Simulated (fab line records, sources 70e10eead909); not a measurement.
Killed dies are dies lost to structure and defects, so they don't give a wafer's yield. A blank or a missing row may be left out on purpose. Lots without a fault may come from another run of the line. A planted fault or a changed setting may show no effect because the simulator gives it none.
fab line records | flow nand_harc
record lots=24 wafers=72 last_day=33
route steps=1302 shown P_CONTACT@219 P_M0@263 P_M1@315 P_M2@332
lots that met no fault: from a run of the same line without faults
start_h: hours from the record's first day to the start of the lot's first wafer shown | wait_h: hours since the lot's step before | " the same as in the row above | L1.1+2: a row that stands for several wafers | - no value, or no start given | * or withheld: withheld | < > ~ a bound
route shown NAME@n: a module of which the file shows steps, and the number in the route of the first | usual: mean/standard deviation of fault-free wafers | same: alike in all rows | chamber/n: place in a boat | sites: the reading at each site | _std_site: their standard deviation | _edge_site: outer sites' mean less inner sites' | radius_mm: how far each site lies from the wafer's centre | mask NAME#n: copy n | behind: the tool/chamber that last shaped the wafer | hold: why the lot was held/for how many hours/how that ended | device: the transistor (n, p or np) that didn't switch | end of line: the same wafers' tests at the end of the route | a step without rows: its recipe alone | killed: dies lost to structure and defects at the first sort, not the wafer's yield | map: a wafer's dies, x killed, . not, _ none there
set.NAME: the setting as run; set.NAME@STEP: as run at that earlier step | model.NAME: the simulator's own value behind a step, which no gauge read
steps of the route over a sample of lots; a table a step, a row a wafer
services: from which hour (start_h, from the record's first day; less than 0 if before it) a tool's chamber was out of use, for how many hours, and why
## steps
# step NHARC_P_CONTACT_CMP_01
# recipe target_thk_nm=200 material=SiO2
# usual edge_zone_pressure_frac=1.000/0.0055 motor_current_A=12.1/0.8
# columns lot.wafer tool chamber start_h wait_h edge_zone_pressure_frac motor_current_A
L074.3 cmp-02 1 116.23 - 0.995 11.5
L074.4 " 2 " " 1.006 11.6
L074.6 " 2 " " 1.011 11.6
L075.4 cmp-02 3 122.31 - 1.004 13.8
L075.2 " 0 " " 1.003 13.0
L075.1 " 1 " " 0.996 11.5
L076.2 cmp-03 2 134.56 - 1.006 12.9
L076.4 " 3 " " 1.005 11.8
L076.5 " 2 " " 0.999 12.6
L077.1 cmp-01 1 152.32 - 0.997 12.0
L077.6 " 2 " " 1.002 11.5
L077.5 " 3 " " 1.005 11.1
L078.4 cmp-01 2 156.21 - 1.009 11.3
L078.1 " 0 " " 1.002 12.8
L078.6 " 1 " " 0.997 12.2
L079.2 cmp-01 0 168.02 - 1.000 13.1
L079.4 " 1 " " 0.996 12.3
L079.6 " 3 " " 0.997 11.7
L080.3 cmp-03 1 175.95 - 1.006 10.3
L080.6 " 3 " " 1.005 11.1
L080.5 " 0 " " 0.997 12.7
L081.4 cmp-03 0 187.85 - 0.995 12.4
L081.6 " 3 " " 1.011 11.3
L081.5 " 0 " " 0.991 12.2
L082.4 cmp-02 0 204.37 - 1.004 13.2
L082.2 " 2 " " 1.000 11.6
L082.5 " 0 " " 1.000 13.9
L083.2 cmp-01 3 208.84 - 1.000 11.1
L083.4 " 1 " " 0.999 12.7
L083.6 " 3 " " 0.992 12.0
L084.4 cmp-01 2 222.12 - 0.993 11.3
L084.1 " 3 " " 1.001 11.6
L084.2 " 0 " " 1.003 12.6
L085.3 cmp-03 0 222.89 - 1.000 12.9
L085.4 " 2 " " 1.009 12.7
L085.6 " 1 " " 0.996 10.8
L086.1 cmp-03 2 231.62 - 1.002 12.8
L086.2 " 1 " " 1.002 10.9
L086.6 " 3 " " 1.004 11.8
L087.3 cmp-03 3 250.76 - 1.004 11.2
L087.2 " 0 " " 0.994 11.3
L087.6 " 2 " " 1.005 13.0
L088.2 cmp-01 3 262.11 - 1.001 11.0
L088.4 " 0 " " 0.990 12.6
L088.5 " 0 " " 0.987 11.4
L089.4 cmp-02 1 265.81 - 0.993 11.6
L089.3 " 3 " " 0.995 12.8
L089.5 " 2 " " 1.004 12.0
L091.2 cmp-02 1 287.15 - 0.997 12.1
L091.4 " 2 " " 0.999 11.8
L091.6 " 3 " " 0.994 12.7
L090.1 cmp-01 2 288.08 - 1.002 11.5
L090.5 " 2 " " 0.995 11.8
L090.6 " 3 " " 0.997 11.1
L093.1 cmp-02 0 303.20 - 1.006 13.6
L093.4 " 1 " " 0.997 11.9
L093.2 " 3 " " 1.010 13.6
L092.3 cmp-03 1 303.89 - 0.995 10.9
L092.2 " 2 " " 1.000 13.0
L092.5 " 0 " " 1.004 12.3
L094.2 cmp-02 1 318.54 - 0.993 11.8
L094.6 " 1 " " 0.993 11.3
L094.5 " 2 " " 0.999 12.2
L095.3 cmp-01 1 331.78 - 1.000 12.2
L095.5 " 0 " " 0.994 12.3
L095.6 " 1 " " 1.002 11.7
L096.4 cmp-02 1 339.98 - 1.001 11.8
L096.6 " 2 " " 1.001 11.6
L096.5 " 3 " " 1.000 13.7
L097.3 cmp-01 2 352.65 - 1.001 11.8
L097.6 " 0 " " 1.003 12.2
L097.5 " 1 " " 1.012 11.7
# step NHARC_P_M0_CD_MEAS_09
# recipe target_cd_nm=90 landing_energy_ev=500
# usual cd_nm=89.9/0.65
# columns lot.wafer tool chamber start_h wait_h cd_nm
L074.3 cd_sem-03 0 121.14 - 90.4
L074.4 " 0 " " 90.5
L074.6 " 0 " " 90.1
L075.1 cd_sem-03 0 127.16 - 90.2
L075.2 " 0 " " 89.2
L075.4 " 0 " " 89.9
L076.2 cd_sem-03 0 139.45 - 89.8
L076.4 " 0 " " 90.0
L076.5 " 0 " " 89.9
L077.1 cd_sem-01 0 157.24 - 89.1
L077.5 " 0 " " 90.9
L077.6 " 0 " " 89.6
L078.1 cd_sem-02 0 161.23 - 90.8
L078.4 " 0 " " 90.7
L078.6 " 0 " " 90.6
L079.2 cd_sem-02 0 173.00 - 89.9
L079.4 " 0 " " 89.9
L079.6 " 0 " " 90.6
L080.3 cd_sem-02 0 180.91 - 90.0
L080.5 " 0 " " 88.8
L080.6 " 0 " " 88.9
L081.4 cd_sem-03 0 192.70 - 90.1
L081.5 " 0 " " 90.3
L081.6 " 0 " " 90.5
L082.2 cd_sem-01 0 209.34 - 89.8
L082.4 " 0 " " 89.4
L082.5 " 0 " " 89.8
L083.2 cd_sem-02 0 213.81 - 89.5
L083.4 " 0 " " 89.5
L083.6 " 0 " " 89.0
L084.1 cd_sem-03 0 227.20 - 90.1
L084.2 " 0 " " 88.6
L084.4 " 0 " " 90.3
L085.3 cd_sem-03 0 227.77 - 89.4
L085.4 " 0 " " 89.2
L085.6 " 0 " " 88.7
L086.1 cd_sem-03 0 237.14 - 89.9
L086.2 " 0 " " 89.8
L086.6 " 0 " " 90.8
L087.2 cd_sem-02 0 255.70 - 90.0
L087.3 " 0 " " 89.2
L087.6 " 0 " " 89.2
L088.2 cd_sem-02 0 266.99 - 88.9
L088.4 " 0 " " 89.2
L088.5 " 0 " " 89.6
L089.3 cd_sem-02 0 270.95 - 89.2
L089.4 " 0 " " 89.2
L089.5 " 0 " " 90.1
L091.2 cd_sem-02 0 292.00 - 91.1
L091.4 " 0 " " 90.2
L091.6 " 0 " " 89.7
L090.1 cd_sem-02 0 293.12 - 89.5
L090.5 " 0 " " 90.0
L090.6 " 0 " " 90.1
L093.1 cd_sem-02 0 308.13 - 89.1
L093.2 " 0 " " 90.3
L093.4 " 0 " " 88.7
L092.2 cd_sem-02 0 308.85 - 89.7
L092.3 " 0 " " 88.9
L092.5 " 0 " " 89.7
L094.2 cd_sem-03 0 323.44 - 90.3
L094.5 " 0 " " 90.1
L094.6 " 0 " " 91.0
L095.3 cd_sem-01 0 337.19 - 91.1
L095.5 " 0 " " 90.3
L095.6 " 0 " " 89.8
L096.4 cd_sem-03 0 344.90 - 90.5
L096.5 " 0 " " 90.9
L096.6 " 0 " " 91.0
L097.3 cd_sem-01 0 358.14 - 89.6
L097.5 " 0 " " 90.7
L097.6 " 0 " " 89.3
# step NHARC_P_M0_STRIP_18
# recipe power_w=1000 n2_flow_sccm=150 h2_flow_sccm=150 ar_flow_sccm=0 bias_w=0 chemistry=N2/H2
# usual drypump_motor_current_A=5.6/0.35 oes_product_au=1.007/0.01 rf_vpp_V=90.8/1 showerhead_plenum_p_Torr=2.04/0.11 throttle_valve_pct=14.170/0.0094
# columns lot.wafer tool chamber start_h wait_h drypump_motor_current_A oes_product_au rf_hours_counter_h rf_vpp_V showerhead_plenum_p_Torr throttle_valve_pct
L074.3 rie_diel-08 1 121.72 0.1 5.6 1.013 30 91.4 2.21 14.164
L074.4 " 0 " " 5.6 1.008 30 91.2 2.11 14.157
L074.6 " 2 " " 5.7 1.005 - 88.7 1.96 14.172
L075.2 rie_diel-03 0 127.74 0.1 5.3 0.999 6 89.7 2.01 14.164
L075.1 " 1 " " 6.1 1.015 5 91.1 2.04 14.166
L075.4 " 2 " " 4.8 0.996 4 90.5 2.02 14.163
L076.4 rie_diel-12 2 140.06 0.1 5.8 1.020 11 91.8 2.18 14.185
L076.2 " 3 " " 5.4 0.995 11 91.5 2.16 14.166
L076.5 " 0 " " 5.6 0.993 - 89.6 1.89 14.175
L077.1 rie_diel-03 0 157.80 0.1 5.3 1.007 14 90.1 2.01 14.174
L077.6 " 0 " " 5.3 1.008 - 90.5 2.01 14.161
L077.5 " 1 " " 6.1 1.024 - 91.6 2.04 14.163
L078.4 rie_diel-12 3 161.84 0.1 5.4 0.991 14 91.4 2.16 14.180
L078.1 " 0 " " 5.6 0.984 14 89.6 1.89 14.177
L078.6 " 2 " " 5.8 1.017 - 92.4 2.18 14.172
L079.2 rie_diel-08 0 173.55 0.1 5.6 1.001 50 91.8 2.10 14.176
L079.4 " 0 " " 5.6 1.006 - 90.5 2.10 14.173
L079.6 " 2 " " 5.7 0.994 - 91.4 1.96 14.171
L080.3 rie_diel-12 1 181.51 0.1 6.1 1.016 16 90.4 2.09 14.159
L080.6 " 3 " " 5.4 1.016 - 93.4 2.16 14.159
L080.5 " 0 " " 5.6 1.009 - 88.5 1.89 14.174
L081.4 rie_diel-12 0 193.54 0.1 5.6 1.003 20 89.8 1.89 14.176
L081.5 " 0 " " 5.6 1.006 - 89.1 1.89 14.171
L081.6 " 1 " " 6.0 1.002 - 90.5 2.09 14.155
L082.4 rie_diel-12 2 209.90 0.1 5.9 1.033 23 91.5 2.18 14.153
L082.2 " 3 " " 5.4 1.003 23 91.9 2.16 14.169
L082.5 " 2 " " 5.8 1.019 - 91.6 2.18 14.167
L083.2 rie_diel-12 2 214.37 0.1 5.8 1.025 23 91.2 2.18 14.170
L083.4 " 3 " " 5.4 1.004 24 91.9 2.16 14.166
L083.6 " 3 " " 5.4 1.006 - 90.9 2.16 14.175
L084.1 rie_diel-03 1 227.77 0.1 6.1 1.009 31 91.2 2.03 14.169
L084.2 " 3 " " 5.6 1.021 39 89.4 1.88 14.169
L084.4 " 0 " " 5.3 1.016 38 91.6 2.00 14.182
L085.4 rie_diel-08 3 228.89 0.1 5.0 1.010 9 90.1 2.10 14.173
L085.3 " 0 " " 5.6 1.000 10 91.4 2.10 14.158
L085.6 " 3 " " 5.0 1.009 - 90.3 2.10 14.157
L086.2 rie_diel-03 3 237.76 0.1 5.7 1.014 44 89.4 1.88 14.174
L086.1 " 1 " " 6.1 1.010 38 92.0 2.03 14.180
L086.6 " 2 " " 4.8 0.983 - 89.9 2.01 14.149
L087.2 rie_diel-03 3 256.31 0.1 5.7 1.033 48 90.8 1.88 14.175
L087.3 " 0 " " 5.3 1.009 49 90.8 1.99 14.178
L087.6 " 2 " " 4.8 1.006 - 88.6 2.01 14.197
L088.2 rie_diel-03 3 267.57 0.1 5.7 1.028 52 90.5 1.88 14.172
L088.4 " 1 " " 6.1 1.012 47 90.1 2.03 14.174
L088.5 " 2 " " 4.8 0.990 - 91.3 2.01 14.159
L089.4 rie_diel-08 1 271.53 0.1 5.6 0.989 20 89.7 2.19 14.166
L089.3 " 3 " " 5.0 0.998 25 90.5 2.09 14.173
L089.5 " 1 " " 5.6 0.994 - 92.8 2.19 14.175
L091.4 rie_diel-12 3 292.55 0.1 5.4 1.002 2 92.2 2.15 14.161
L091.2 " 0 " " 5.6 1.023 2 90.3 1.88 14.186
L091.6 " 3 " " 5.4 1.010 - 92.8 2.15 14.164
L090.1 rie_diel-08 0 293.73 0.1 5.6 0.997 34 90.7 2.09 14.176
L090.5 " 2 " " 5.7 1.001 - 89.7 1.95 14.162
L090.6 " 3 " " 5.0 1.002 - 90.5 2.09 14.186
L093.1 rie_diel-12 3 308.73 0.1 5.4 1.006 5 91.0 2.15 14.167
L093.2 " 0 " " 5.6 0.998 4 88.8 1.88 14.159
L093.4 " 2 " " 5.8 1.012 5 90.0 2.17 14.174
L092.3 rie_diel-12 0 309.45 0.1 5.6 1.011 4 90.2 1.88 14.185
L092.2 " 1 " " 6.0 1.005 5 89.3 2.08 14.169
L092.5 " 1 " " 6.0 1.010 - 90.0 2.08 14.166
L094.2 rie_diel-12 0 324.02 0.1 5.6 1.005 7 88.7 1.88 14.179
L094.5 " 3 " " 5.4 1.014 - 91.3 2.15 14.165
L094.6 " 0 " " 5.6 1.016 - 90.6 1.88 14.158
L095.3 rie_diel-12 1 337.77 0.1 6.1 1.000 11 89.6 2.08 14.184
L095.6 " 0 " " 5.6 1.004 - 90.9 1.88 14.157
L095.5 " 1 " " 6.0 1.012 - 89.3 2.08 14.173
L096.4 rie_diel-12 3 345.45 0.1 5.4 1.002 11 91.8 2.15 14.161
L096.6 " 3 " " 5.4 1.005 - 90.9 2.15 14.181
L096.5 " 0 " " 5.6 1.002 - 88.8 1.88 14.193
L097.3 rie_diel-12 2 358.86 0.2 5.8 1.018 14 92.4 2.17 14.158
L097.5 " 3 " " 5.4 1.001 - 90.1 2.15 14.177
L097.6 " 0 " " 5.6 1.002 - 90.1 1.88 14.176
# step NHARC_P_M1_INSPECT_27
# usual raw_defect_count=323/130
# columns lot.wafer tool chamber start_h wait_h raw_defect_count
L074.3 defect_inspect-02 - 128.10 0.0 332
L074.4 " - " " 286
L074.6 " - " " 261
L075.1 defect_inspect-02 - 133.98 0.0 328
L075.2 " - " " 528
L075.4 " - " " 360
L076.2 defect_inspect-01 - 146.61 0.0 161
L076.4 " - " " 293
L076.5 " - " " 269
L077.1 defect_inspect-02 - 164.20 0.0 399
L077.5 " - " " 374
L077.6 " - " " 441
L078.1 defect_inspect-01 - 168.04 0.0 225
L078.4 " - " " 430
L078.6 " - " " 269
L079.2 defect_inspect-02 - 179.84 0.0 287
L079.4 " - " " 287
L079.6 " - " " 392
L080.3 defect_inspect-01 - 187.86 0.0 193
L080.5 " - " " 198
L080.6 " - " " 234
L081.4 defect_inspect-01 - 199.95 0.0 284
L081.5 " - " " 314
L081.6 " - " " 198
L082.2 defect_inspect-02 - 216.16 0.0 846
L082.4 " - " " 682
L082.5 " - " " 749
L083.2 defect_inspect-01 - 220.64 0.0 255
L083.4 " - " " 236
L083.6 " - " " 175
L084.1 defect_inspect-02 - 234.46 0.0 212
L084.2 " - " " 219
L084.4 " - " " 349
L085.3 defect_inspect-01 - 235.47 0.0 268
L085.4 " - " " 337
L085.6 " - " " 249
L086.1 defect_inspect-01 - 244.54 0.0 360
L086.2 " - " " 537
L086.6 " - " " 561
L087.2 defect_inspect-01 - 262.52 0.0 380
L087.3 " - " " 333
L087.6 " - " " 239
L088.2 defect_inspect-01 - 274.32 0.0 225
L088.4 " - " " 111
L088.5 " - " " 214
L089.3 defect_inspect-02 - 278.03 0.0 167
L089.4 " - " " 154
L089.5 " - " " 247
L091.2 defect_inspect-01 - 298.89 0.0 386
L091.4 " - " " 400
L091.6 " - " " 237
L090.1 defect_inspect-02 - 299.98 0.0 171
L090.5 " - " " 335
L090.6 " - " " 281
L093.1 defect_inspect-02 - 315.55 0.0 419
L093.2 " - " " 279
L093.4 " - " " 714
L092.2 defect_inspect-01 - 315.91 0.0 299
L092.3 " - " " 276
L092.5 " - " " 196
L094.2 defect_inspect-01 - 330.49 0.0 341
L094.5 " - " " 468
L094.6 " - " " 331
L095.3 defect_inspect-01 - 344.59 0.0 191
L095.5 " - " " 228
L095.6 " - " " 243
L096.4 defect_inspect-02 - 352.03 0.0 305
L096.5 " - " " 259
L096.6 " - " " 263
L097.3 defect_inspect-02 - 365.03 0.0 526
L097.5 " - " " 563
L097.6 " - " " 338
# step NHARC_P_M2_ETCH_35
# recipe target_depth_a=400 overetch_a=120 time_s=43.94 ion_energy_ev=200 n2_flow_sccm=150 h2_flow_sccm=150 ar_flow_sccm=0 rf_w=400 bias_w=150 chemistry=N2/H2
# usual drypump_motor_current_A=5.8/0.43 oes_product_au=0.998/0.01 rf_vpp_V=429.8/2.2 showerhead_plenum_p_Torr=2.01/0.072 throttle_valve_pct=14.171/0.0086
# columns lot.wafer tool chamber start_h wait_h drypump_motor_current_A oes_product_au rf_hours_counter_h rf_vpp_V showerhead_plenum_p_Torr throttle_valve_pct
L074.3 rie_diel-11 1 129.78 0.1 5.1 0.988 2.3 429.2 1.96 14.163
L074.4 " 0 " " 6.4 0.991 - 433.5 2.15 14.157
L074.6 " 1 " " 5.1 0.982 - 427.5 1.96 14.153
L075.2 rie_diel-10 1 135.65 0.1 5.8 0.988 3.5 426.8 1.91 14.183
L075.1 " 2 " " 5.3 1.003 3.6 429.4 2.05 14.164
L075.4 " 0 " " 6.2 0.976 2.8 429.5 2.02 14.193
L076.2 rie_diel-11 0 148.31 0.1 6.4 1.003 3.4 434.1 2.15 14.169
L076.5 " 1 " " 5.1 0.982 - 427.3 1.96 14.175
L076.4 " 0 " " 6.4 0.992 - 434.1 2.15 14.171
L077.1 rie_diel-10 0 165.75 0.1 6.3 1.002 4.7 429.3 2.02 14.174
L077.5 " 0 " " 6.2 0.990 - 431.1 2.02 14.156
L077.6 " 1 " " 5.7 1.001 - 428.8 1.91 14.177
L078.4 rie_diel-11 0 169.71 0.1 6.5 1.000 4.6 433.0 2.15 14.174
L078.1 " 1 " " 5.1 1.000 4.8 428.4 1.96 14.167
L078.6 " 1 " " 5.1 0.991 - 427.5 1.96 14.165
L079.4 rie_diel-11 3 181.39 0.1 5.4 1.003 3.4 428.2 1.97 14.164
L079.2 " 0 " " 6.5 0.989 4.9 434.3 2.15 14.177
L079.6 " 2 " " 5.9 0.985 - 426.6 1.92 14.165
L080.3 rie_diel-11 0 189.54 0.1 6.4 0.991 5.2 432.4 2.15 14.194
L080.6 " 1 " " 5.1 0.997 - 428.7 1.96 14.170
L080.5 " 2 " " 5.9 0.983 - 427.6 1.92 14.179
L081.4 rie_diel-11 1 201.58 0.1 5.1 0.990 6.4 428.4 1.96 14.202
L081.6 " 2 " " 5.9 0.982 - 426.9 1.92 14.171
L081.5 " 3 " " 5.3 1.002 - 429.1 1.97 14.167
L082.2 rie_diel-01 1 217.81 0.1 6.3 0.998 0.2 427.3 1.97 14.186
L082.5 " 1 " " 6.3 0.999 - 428.4 1.97 14.178
L082.4 " 3 " " 5.9 1.008 - 430.4 2.01 14.173
L083.4 rie_diel-11 2 222.45 0.1 5.8 0.994 6.3 426.6 1.92 14.166
L083.2 " 0 " " 6.4 0.992 6.7 432.7 2.15 14.175
L083.6 " 2 " " 5.8 0.986 - 427.7 1.92 14.173
L084.2 rie_diel-11 1 236.35 0.1 5.1 0.987 7.7 427.5 1.96 14.169
L084.1 " 2 " " 5.9 0.994 7.0 427.6 1.92 14.171
L084.4 " 3 " " 5.3 0.996 5.9 428.7 1.97 14.156
L085.3 rie_diel-11 2 237.15 0.1 5.9 0.983 7.1 426.4 1.92 14.172
L085.4 " 3 " " 5.4 0.988 6.0 429.0 1.97 14.168
L085.6 " 0 " " 6.5 0.996 - 434.6 2.15 14.164
L086.1 rie_diel-01 0 246.34 0.1 6.0 0.992 0.7 431.6 2.07 14.165
L086.2 " 2 " " 5.6 0.999 0.3 430.9 2.02 14.176
L086.6 " 3 " " 5.9 1.011 - 429.1 2.01 14.164
L087.3 rie_diel-10 2 264.06 0.1 5.3 0.993 0.0 431.0 2.05 14.174
L087.2 " 0 " " 6.2 0.998 0.1 429.6 2.01 14.166
L087.6 " 2 " " 5.3 0.991 - 431.7 2.05 14.174
L088.2 rie_diel-11 2 277.20 0.1 5.9 0.992 0.9 428.2 1.92 14.173
L088.4 " 1 " " 5.1 0.988 - 427.8 1.96 14.170
L088.5 " 2 " " 5.9 1.009 - 427.0 1.92 14.169
L089.3 rie_diel-11 2 279.70 0.1 5.8 1.002 1.0 428.3 1.92 14.165
L089.4 " 2 " " 5.8 1.007 - 427.1 1.92 14.184
L089.5 " 0 " " 6.4 0.995 - 434.8 2.15 14.166
L091.4 rie_diel-01 3 300.56 0.1 6.0 1.009 4.7 428.0 2.01 14.169
L091.2 " 2 " " 5.6 1.007 4.7 429.6 2.02 14.170
L091.6 " 3 " " 5.9 1.017 - 429.4 2.01 14.179
L090.1 rie_diel-01 1 301.53 0.1 6.3 0.997 4.9 429.4 1.97 14.175
L090.6 " 3 " " 5.9 1.024 - 429.3 2.01 14.163
L090.5 " 0 " " 6.0 1.006 - 432.0 2.06 14.181
L093.1 rie_diel-10 3 317.06 0.1 5.7 0.990 2.5 432.2 2.09 14.169
L093.4 " 0 " " 6.2 0.992 3.3 431.0 2.01 14.164
L093.2 " 2 " " 5.3 0.993 2.4 431.7 2.05 14.164
L092.3 rie_diel-01 2 317.46 0.1 5.6 0.985 5.4 430.9 2.02 14.163
L092.2 " 3 " " 5.9 1.008 5.5 430.2 2.01 14.170
L092.5 " 3 " " 5.9 1.013 - 429.0 2.01 14.170
L094.2 rie_diel-01 2 332.30 0.1 5.5 0.991 6.5 429.6 2.02 14.162
L094.6 " 3 " " 5.9 1.015 - 429.2 2.01 14.171
L094.5 " 0 " " 6.0 0.998 - 430.6 2.06 14.183
L095.3 rie_diel-01 1 346.26 0.1 6.3 0.985 7.6 428.0 1.96 14.184
L095.5 " 2 " " 5.5 0.995 - 429.5 2.02 14.170
L095.6 " 3 " " 5.9 1.009 - 430.6 2.01 14.169
L096.4 rie_diel-10 1 353.58 0.1 5.8 1.001 4.8 427.4 1.91 14.164
L096.6 " 3 " " 5.7 1.012 - 433.1 2.09 14.161
L096.5 " 0 " " 6.3 1.012 - 429.3 2.01 14.169
L097.3 rie_diel-01 1 366.57 0.1 6.3 1.005 9.1 428.9 1.96 14.160
L097.6 " 1 " " 6.3 0.996 - 429.2 1.96 14.167
L097.5 " 2 " " 5.6 1.005 - 429.6 2.01 14.163
# step NHARC_P_M2_STRIP_18
# recipe power_w=1000 n2_flow_sccm=150 h2_flow_sccm=150 ar_flow_sccm=0 bias_w=0 chemistry=N2/H2
# usual drypump_motor_current_A=5.8/0.41 oes_product_au=0.998/0.0099 rf_vpp_V=90.5/0.92 showerhead_plenum_p_Torr=2.01/0.071 throttle_valve_pct=14.170/0.0095
# columns lot.wafer tool chamber start_h wait_h drypump_motor_current_A oes_product_au rf_hours_counter_h rf_vpp_V showerhead_plenum_p_Torr throttle_valve_pct
L074.4 rie_diel-10 1 130.12 0.1 5.8 1.003 2 89.5 1.91 14.161
L074.3 " 2 " " 5.3 1.002 3 91.3 2.05 14.166
L074.6 " 0 " " 6.2 0.980 - 89.9 2.02 14.161
L075.1 rie_diel-11 0 135.98 0.1 6.5 1.009 3 91.3 2.15 14.178
L075.2 " 1 " " 5.1 0.994 3 90.4 1.96 14.169
L075.4 " 0 " " 6.5 0.997 - 91.8 2.15 14.174
L076.4 rie_diel-01 1 148.62 0.1 6.3 0.995 7 91.6 1.97 14.169
L076.2 " 2 " " 5.5 0.984 7 91.7 2.02 14.187
L076.5 " 2 " " 5.5 0.987 - 90.2 2.02 14.167
L077.1 rie_diel-11 3 166.07 0.1 5.3 1.002 3 90.6 1.97 14.167
L077.5 " 3 " " 5.4 0.995 - 89.8 1.97 14.184
L077.6 " 0 " " 6.4 1.000 - 90.9 2.15 14.184
L078.1 rie_diel-10 3 170.07 0.1 5.6 1.012 3 91.8 2.09 14.163
L078.6 " 2 " " 5.3 1.011 - 91.7 2.05 14.166
L078.4 " 3 " " 5.6 1.021 - 90.0 2.09 14.176
L079.2 rie_diel-11 3 181.67 0.1 5.4 0.991 3 90.1 1.97 14.179
L079.4 " 0 " " 6.4 0.992 5 91.9 2.15 14.167
L079.6 " 3 " " 5.4 0.986 - 90.9 1.97 14.177
L080.3 rie_diel-01 2 189.90 0.1 5.6 0.998 8 90.6 2.02 14.182
L080.6 " 3 " " 5.9 0.998 - 90.8 2.01 14.167
L080.5 " 0 " " 6.0 0.987 - 91.4 2.07 14.170
L081.4 rie_diel-10 2 201.86 0.1 5.3 1.012 9 90.7 2.05 14.161
L081.6 " 2 " " 5.3 1.013 - 90.7 2.05 14.179
L081.5 " 3 " " 5.6 1.009 - 90.4 2.09 14.176
L082.4 rie_diel-11 1 218.14 0.1 5.1 0.973 7 88.9 1.96 14.190
L082.2 " 0 " " 6.4 0.974 7 91.1 2.15 14.175
L082.5 " 1 " " 5.1 0.968 - 88.9 1.96 14.161
L083.2 rie_diel-01 1 222.82 0.1 6.2 0.997 0 90.8 1.97 14.175
L083.4 " 3 " " 5.9 1.005 - 90.7 2.01 14.188
L083.6 " 0 " " 6.0 0.995 - 89.4 2.07 14.181
L084.2 rie_diel-10 3 236.64 0.1 5.7 1.011 9 90.5 2.09 14.191
L084.4 " 0 " " 6.3 0.987 10 89.3 2.01 14.183
L084.1 " 2 " " 5.3 1.003 12 92.1 2.05 14.183
L085.3 rie_diel-10 2 237.43 0.1 5.3 1.007 12 90.3 2.05 14.150
L085.4 " 3 " " 5.6 1.000 9 90.7 2.09 14.172
L085.6 " 3 " " 5.6 1.005 - 91.9 2.09 14.152
L086.2 rie_diel-01 3 246.62 0.1 5.9 1.017 1 89.8 2.01 14.161
L086.1 " 0 " " 6.0 1.005 1 91.9 2.07 14.169
L086.6 " 0 " " 6.1 1.004 - 89.8 2.07 14.156
L087.3 rie_diel-10 2 264.38 0.1 5.3 1.009 0 89.5 2.05 14.174
L087.2 " 3 " " 5.6 1.008 0 91.0 2.09 14.161
L087.6 " 1 " " 5.8 0.996 - 89.2 1.91 14.170
L088.4 rie_diel-01 2 277.54 0.1 5.6 0.997 4 89.9 2.02 14.159
L088.2 " 3 " " 6.0 1.004 4 90.0 2.01 14.186
L088.5 " 1 " " 6.3 0.993 - 91.0 1.97 14.182
L089.3 rie_diel-10 0 280.04 0.1 6.2 1.007 1 90.5 2.01 14.171
L089.4 " 2 " " 5.3 0.997 1 91.3 2.05 14.167
L089.5 " 3 " " 5.6 0.993 - 91.2 2.09 14.163
L091.4 rie_diel-11 2 300.85 0.1 5.9 1.008 1 89.7 1.92 14.168
L091.2 " 3 " " 5.4 1.010 1 91.7 1.97 14.166
L091.6 " 3 " " 5.4 1.010 - 89.8 1.97 14.156
L090.1 rie_diel-11 0 301.87 0.1 6.4 0.990 1 92.1 2.15 14.172
L090.6 " 2 " " 5.9 0.999 - 89.0 1.92 14.153
L090.5 " 3 " " 5.3 1.012 - 90.4 1.97 14.183
L093.2 rie_diel-11 2 317.35 0.1 5.9 1.004 2 90.6 1.92 14.157
L093.1 " 3 " " 5.4 1.013 2 90.6 1.97 14.184
L093.4 " 0 " " 6.5 0.995 1 91.4 2.15 14.176
L092.3 rie_diel-10 0 317.78 0.1 6.3 1.003 3 90.6 2.01 14.178
L092.2 " 2 " " 5.3 0.993 2 91.7 2.05 14.192
L092.5 " 3 " " 5.7 1.002 - 91.3 2.09 14.153
L094.2 rie_diel-11 0 332.66 0.1 6.4 0.996 2 90.7 2.15 14.166
L094.5 " 1 " " 5.1 0.983 - 88.8 1.96 14.169
L094.6 " 2 " " 5.9 1.006 - 90.6 1.92 14.176
L095.3 rie_diel-01 0 346.62 0.1 6.1 1.005 7 90.7 2.06 14.171
L095.6 " 1 " " 6.3 0.994 - 90.4 1.96 14.160
L095.5 " 2 " " 5.6 1.005 - 90.5 2.02 14.185
L096.4 rie_diel-11 0 353.94 0.1 6.4 0.998 3 91.8 2.15 14.177
L096.5 " 1 " " 5.1 0.997 - 91.3 1.96 14.176
L096.6 " 2 " " 5.9 0.993 - 90.4 1.92 14.168
L097.3 rie_diel-11 0 366.91 0.1 6.4 0.990 3 90.3 2.15 14.176
L097.5 " 2 " " 5.8 0.997 - 89.9 1.92 14.167
L097.6 " 3 " " 5.4 0.999 - 90.6 1.97 14.164
## services
# columns tool chamber start_h hours kind
rie_diel-01 2 107.22 8.6 repair
cmp-01 - 122.04 8.7 repair
rie_diel-12 1 125.62 1.8 repair
rie_diel-11 3 126.96 11.7 repair
rie_diel-11 2 141.58 14.5 repair
rie_diel-12 0 145.01 5.3 repair
rie_diel-10 0 151.10 4.5 repair
rie_diel-10 3 153.82 14.9 repair
rie_diel-10 1 168.31 2.1 repair
cmp-01 - 185.73 4.0 pm
rie_diel-01 - 203.89 9.0 pm
cmp-01 - 205.57 0.6 repair
cmp-01 - 218.58 1.5 repair
rie_diel-11 - 225.46 0.4 repair
rie_diel-10 - 242.50 9.0 pm
rie_diel-11 0 245.41 31.4 repair
rie_diel-11 - 255.50 9.0 pm
rie_diel-12 - 268.40 9.0 pm
rie_diel-10 3 269.82 7.9 repair
rie_diel-11 3 272.24 9.0 repair
rie_diel-01 0 283.85 4.8 repair
rie_diel-10 2 296.37 4.9 repair
rie_diel-10 3 321.38 2.0 repair
rie_diel-12 3 363.74 5.9 repair
## key
fault none
